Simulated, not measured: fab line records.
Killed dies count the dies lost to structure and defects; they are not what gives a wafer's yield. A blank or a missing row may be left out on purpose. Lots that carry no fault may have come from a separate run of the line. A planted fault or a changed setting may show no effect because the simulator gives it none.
Lot-split experiment / flow n5 finfet / route with 1938 steps; 7 lots, 21 wafers read

SPLIT DETAILS
At N5_BEOL_M1_COAT_62 (time 60 s, resist thk 12 nm), the setting spin rpm was moved away from the recipe's 1500 rpm on 6 of the 21 wafers read, by -6.9% to +11.0%. The other wafers ran this setting at the recipe's value.

FROM THE SPLIT TO THE READING: what the file shows between them, 6 steps
- N5_BEOL_M1_COAT_05: resist thk 30 nm (also split here: spin rpm)
- N5_BEOL_M1_EBR_07
- N5_BEOL_M1_SOFTBAKE_06: time 60 s
- N5_BEOL_M1_DESCUM_16: chemistry O2, time 7 s
- N5_BEOL_M1_ETCH_74: etches underlayer in N2/H2, target depth 6.5 nm, time 5.2 s
- N5_BEOL_M1_ETCH_63: etches SiARC in CF4, target depth 15.6 nm, time 26 s

THE READING
SiARC_of_BEOL_M1_COAT_62.thk nm (the simulator's own value, which no gauge read), in nm, at N5_BEOL_M1_ETCH_64 (etches SOC in N2/H2, target depth 75 nm, overetch 15 nm, time 112.5 s). No usual value for it is given in the file. Across the 15 wafers here that went through the recipe, the average is 6.9 nm and the standard deviation 0.11 nm.

wafer=L081.1; tool, chamber at the split=litho track-02, 0; spin rpm as run, rpm=1500; against the recipe=recipe; SiARC_of_BEOL_M1_COAT_62.thk nm, nm=6.8; against lot-mates on the recipe=-
wafer=L081.3; tool, chamber at the split=litho track-02, 0; spin rpm as run, rpm=1500; against the recipe=recipe; SiARC_of_BEOL_M1_COAT_62.thk nm, nm=6.8; against lot-mates on the recipe=-
wafer=L081.2; tool, chamber at the split=litho track-02, 0; spin rpm as run, rpm=1500; against the recipe=recipe; SiARC_of_BEOL_M1_COAT_62.thk nm, nm=7; against lot-mates on the recipe=-
wafer=L082.2; tool, chamber at the split=litho track-01, 0; spin rpm as run, rpm=1500; against the recipe=recipe; SiARC_of_BEOL_M1_COAT_62.thk nm, nm=6.8; against lot-mates on the recipe=-
wafer=L082.4; tool, chamber at the split=litho track-01, 0; spin rpm as run, rpm=1500; against the recipe=recipe; SiARC_of_BEOL_M1_COAT_62.thk nm, nm=6.8; against lot-mates on the recipe=-
wafer=L082.6; tool, chamber at the split=litho track-01, 0; spin rpm as run, rpm=1500; against the recipe=recipe; SiARC_of_BEOL_M1_COAT_62.thk nm, nm=6.8; against lot-mates on the recipe=-
wafer=L083.2; tool, chamber at the split=litho track-02, 0; spin rpm as run, rpm=1500; against the recipe=recipe; SiARC_of_BEOL_M1_COAT_62.thk nm, nm=6.8; against lot-mates on the recipe=-
wafer=L083.6; tool, chamber at the split=litho track-02, 0; spin rpm as run, rpm=1500; against the recipe=recipe; SiARC_of_BEOL_M1_COAT_62.thk nm, nm=6.8; against lot-mates on the recipe=-
wafer=L083.3; tool, chamber at the split=litho track-02, 0; spin rpm as run, rpm=1665; against the recipe=+11.0%; SiARC_of_BEOL_M1_COAT_62.thk nm, nm=6.2; against lot-mates on the recipe=-0.6
wafer=L085.1; tool, chamber at the split=litho track-01, 0; spin rpm as run, rpm=1427; against the recipe=-4.9%; SiARC_of_BEOL_M1_COAT_62.thk nm, nm=7.2; against lot-mates on the recipe=+0.4
wafer=L085.2; tool, chamber at the split=litho track-01, 0; spin rpm as run, rpm=1500; against the recipe=recipe; SiARC_of_BEOL_M1_COAT_62.thk nm, nm=6.8; against lot-mates on the recipe=-
wafer=L085.5; tool, chamber at the split=litho track-01, 0; spin rpm as run, rpm=1427; against the recipe=-4.9%; SiARC_of_BEOL_M1_COAT_62.thk nm, nm=7; against lot-mates on the recipe=+0.2
wafer=L087.3; tool, chamber at the split=litho track-02, 0; spin rpm as run, rpm=1500; against the recipe=recipe; SiARC_of_BEOL_M1_COAT_62.thk nm, nm=7; against lot-mates on the recipe=-
wafer=L087.4; tool, chamber at the split=litho track-02, 0; spin rpm as run, rpm=1500; against the recipe=recipe; SiARC_of_BEOL_M1_COAT_62.thk nm, nm=6.8; against lot-mates on the recipe=-
wafer=L087.5; tool, chamber at the split=litho track-02, 0; spin rpm as run, rpm=1566; against the recipe=+4.4%; SiARC_of_BEOL_M1_COAT_62.thk nm, nm=6.6; against lot-mates on the recipe=-0.3
wafer=L091.1; tool, chamber at the split=litho track-01, 0; spin rpm as run, rpm=1500; against the recipe=recipe; SiARC_of_BEOL_M1_COAT_62.thk nm, nm=7; against lot-mates on the recipe=-
wafer=L091.2; tool, chamber at the split=litho track-01, 0; spin rpm as run, rpm=1500; against the recipe=recipe; SiARC_of_BEOL_M1_COAT_62.thk nm, nm=7; against lot-mates on the recipe=-
wafer=L091.6; tool, chamber at the split=litho track-01, 0; spin rpm as run, rpm=1500; against the recipe=recipe; SiARC_of_BEOL_M1_COAT_62.thk nm, nm=7; against lot-mates on the recipe=-
wafer=L093.3; tool, chamber at the split=litho track-01, 0; spin rpm as run, rpm=1500; against the recipe=recipe; SiARC_of_BEOL_M1_COAT_62.thk nm, nm=6.6; against lot-mates on the recipe=-
wafer=L093.4; tool, chamber at the split=litho track-01, 0; spin rpm as run, rpm=1396; against the recipe=-6.9%; SiARC_of_BEOL_M1_COAT_62.thk nm, nm=7; against lot-mates on the recipe=+0.4
wafer=L093.5; tool, chamber at the split=litho track-01, 0; spin rpm as run, rpm=1396; against the recipe=-6.9%; SiARC_of_BEOL_M1_COAT_62.thk nm, nm=7; against lot-mates on the recipe=+0.4

THE FIT
A straight line over all 21 wafers: SiARC_of_BEOL_M1_COAT_62.thk nm changes by -0.0455 nm for each +1% of spin rpm; r = -0.82; the points scatter about the line by 0.12 nm.
The same after taking each lot's own level away (the mean of its wafers on the recipe; 21 wafers): -0.0577 nm for each +1%; r = -0.96; scatter 0.061 nm.
That fit puts the effect of the largest move of spin rpm on the reading at 0.63 nm.
The span of the lots' own levels, 6.60 to 7.00 nm, comes to 3.5 times the standard deviation stated above.
In other words, the slope is changed by the lot-to-lot level; the two fits disagree.
Check: -0.668 nm against its lot-mates is what the line predicts for one of the wafers moved furthest among these (+11.0%) when that wafer is left out of the fit. Against them it came out at -0.6 nm.

OTHER SPLITS ON THESE WAFERS
These wafers also went through other splits before the reading. Each is held against what the fit with the lots' levels taken away leaves over:
other split on the same wafers=N5_MOL_CONTACT_COAG_DESCUM_45 time s; wafers away from the commonest value=2; r with SiARC_of_BEOL_M1_COAT_62.thk nm (lot level and that fit taken away)=+0.22
other split on the same wafers=N5_MOL_CONTACT_COAG_VIA_ETCH_117 bias w; wafers away from the commonest value=6; r with SiARC_of_BEOL_M1_COAT_62.thk nm (lot level and that fit taken away)=+0.06
other split on the same wafers=N5_BEOL_M0_ETCH_109 bias w; wafers away from the commonest value=10; r with SiARC_of_BEOL_M1_COAT_62.thk nm (lot level and that fit taken away)=+0.13
other split on the same wafers=N5_BEOL_M1_COAT_05 spin rpm; wafers away from the commonest value=1; r with SiARC_of_BEOL_M1_COAT_62.thk nm (lot level and that fit taken away)=+0.39

THE WHOLE CHAIN: every reading that the file lists as answering this split, in the file's order
step=N5_BEOL_M1_COAT_62; what it does=time 60 s, resist thk 12 nm; reading=SiARC_of_BEOL_M1_COAT_62.thk nm (the simulator's own value, which no gauge read); change (the file's fit)=-0.0552 nm for each +1% of the setting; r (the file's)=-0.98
step=N5_BEOL_M1_ETCH_63; what it does=etches SiARC in CF4, target depth 15.6 nm, time 26 s; reading=etch.depth nm (the simulator's own value, which no gauge read); change (the file's fit)=-0.0572 nm for each +1% of the setting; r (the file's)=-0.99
step=N5_BEOL_M1_ETCH_64; what it does=etches SOC in N2/H2, target depth 75 nm, overetch 15 nm, time 112.5 s; reading=SiARC_of_BEOL_M1_COAT_62.thk nm (the simulator's own value, which no gauge read); change (the file's fit)=-0.0573 nm for each +1% of the setting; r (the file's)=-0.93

FILE'S OWN FIT
SiARC_of_BEOL_M1_COAT_62.thk nm changes by -0.0573 nm for each +1% of spin rpm, r = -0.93.
